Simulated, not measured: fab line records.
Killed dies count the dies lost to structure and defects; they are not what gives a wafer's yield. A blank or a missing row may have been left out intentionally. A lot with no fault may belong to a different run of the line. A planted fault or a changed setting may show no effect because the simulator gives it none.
Chamber matching + flow n5 finfet + 3 sister chambers for N5_BEOL_M5_CURE_80 on uv cure-03
The step cures SiCOH lowk, time 120 s. 16 wafers are shown with their chamber, then 8 later ones without.

== EACH WAFER AND ITS CHAMBER ==
| wafer  | chamber | wafer_temp_C_max | lamp power pct (%) |
|--------|---------|------------------|--------------------|
| L078.2 | 1       | 372.0            | 52.38              |
| L078.4 | 1       | 371.7            | 52.16              |
| L078.5 | 1       | 372.5            | 52.38              |
| L082.1 | 1       | 370.8            | 52.36              |
| L082.3 | 1       | 371.6            | 52.32              |
| L082.5 | 1       | 371.2            | 52.25              |
| L086.1 | 2       | 372.5            | 52.25              |
| L086.3 | 2       | 372.1            | 52.27              |
| L086.4 | 2       | 372.2            | 52.25              |
| L088.1 | 0       | 370.9            | 52.29              |
| L088.4 | 0       | 370.9            | 52.28              |
| L088.5 | 0       | 370.7            | 52.36              |
| L091.3 | 1       | 372.0            | 52.42              |
| L091.4 | 1       | 371.5            | 52.27              |
| L091.6 | 1       | 371.7            | 52.25              |
| L090.1 | 2       | 371.9            | 52.26              |

SIGNATURES (averages over the wafers above)
| reading          | chamber 0 | chamber 1 | chamber 2 | scatter within a chamber |
|------------------|-----------|-----------|-----------|--------------------------|
| wafer_temp_C_max | 370.833   | 371.667   | 372.175   | 0.405                    |
| lamp power pct   | 52.3100   | 52.3100   | 52.2575   | 0.0679                   |
Rule: for a wafer and a chamber, the distance is found by dividing, reading by reading, the gap between the wafer's reading and the chamber's mean by the reading's scatter, squaring, summing and taking the root. The wafer belongs to the nearest chamber; if the next one is less than 2 further off, it can't be placed. The scatter: the root of (the sum of the squares of (reading less its chamber's mean) over the shown wafers, divided by (wafers less chambers)).

== WAFERS MISSING THEIR CHAMBER ==
| wafer  | wafer_temp_C_max | lamp power pct (%) |
|--------|------------------|--------------------|
| L090.3 | 372.7            | 52.36              |
| L090.5 | 372.2            | 52.39              |
| L090.2 | 373.2            | 52.27              |
| L090.4 | 372.5            | 52.29              |
| L090.6 | 372.7            | 52.30              |
| L095.2 | 372.8            | 52.30              |
| L095.4 | 372.6            | 52.33              |
| L095.6 | 372.6            | 52.26              |

== WHICH CHAMBER EACH WENT THROUGH ==
| wafer  | from the rows above          | in truth |
|--------|------------------------------|----------|
| L090.3 | can't be placed: 2 or 1      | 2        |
| L090.5 | can't be placed: 1 or 2 or 0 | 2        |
| L090.2 | can't be placed: 2 or 1      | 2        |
| L090.4 | can't be placed: 2 or 1      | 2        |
| L090.6 | can't be placed: 2 or 1      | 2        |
| L095.2 | can't be placed: 2 or 1      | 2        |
| L095.4 | can't be placed: 2 or 1      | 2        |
| L095.6 | can't be placed: 2 or 1      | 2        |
Placed correctly: 0 of 8. From these rows, 8 cannot be placed; in 8 the true chamber is one of the candidates. Placed wrongly: 0.
